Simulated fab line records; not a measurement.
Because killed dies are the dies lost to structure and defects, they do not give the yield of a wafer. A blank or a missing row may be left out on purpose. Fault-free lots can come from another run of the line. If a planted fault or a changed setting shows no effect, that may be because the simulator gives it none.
Chamber matching ; flow n5-finfet ; rie-diel-02 running N5_BEOL_M5_ETCH_62: 4 sister chambers
The step etches SOC in N2/H2, target depth 75 nm, overetch 15 nm, time 112.5 s. 4 wafers are shown with their chamber, then 10 later ones without.

EACH WAFER AND ITS CHAMBER
wafer;chamber;showerhead-plenum-p-Torr (Torr)
L078.4;1;2.46
L083.3;2;2.63
L087.1;3;2.50
L087.3;0;2.50

WAFERS MISSING THEIR CHAMBER
wafer;showerhead-plenum-p-Torr (Torr)
L087.5;2.45
L090.2;2.50
L090.3;2.50
L090.4;2.63
L095.1;2.50
L095.4;2.44
L095.5;2.50
L096.1;2.62
L096.2;2.44
L096.6;2.50

CHAMBER TAKEN BY EACH
wafer;from the rows above;in truth
L087.5;1;1
L090.2;can't be placed: 0 or 3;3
L090.3;can't be placed: 0 or 3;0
L090.4;2;2
L095.1;can't be placed: 0 or 3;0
L095.4;1;1
L095.5;can't be placed: 0 or 3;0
L096.1;2;2
L096.2;1;1
L096.6;can't be placed: 0 or 3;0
5 of 10 placed correctly. From these rows, 5 cannot be placed; in 5 the true chamber is one of the candidates. 0 placed wrongly.
How it was worked out, from the rows above alone: a wafer's distance from a chamber is the root of the sum, over the readings, of the square of ((its reading less the chamber's mean) divided by the reading's scatter). If the next closest chamber is less than 2 further off than the closest, the wafer can't be placed; otherwise it belongs to the closest. Each chamber's mean is taken over the wafers shown for it. The scatter: with one shown wafer a chamber, the root of the mean of the squares of how far each hidden wafer lies from its nearest shown one.
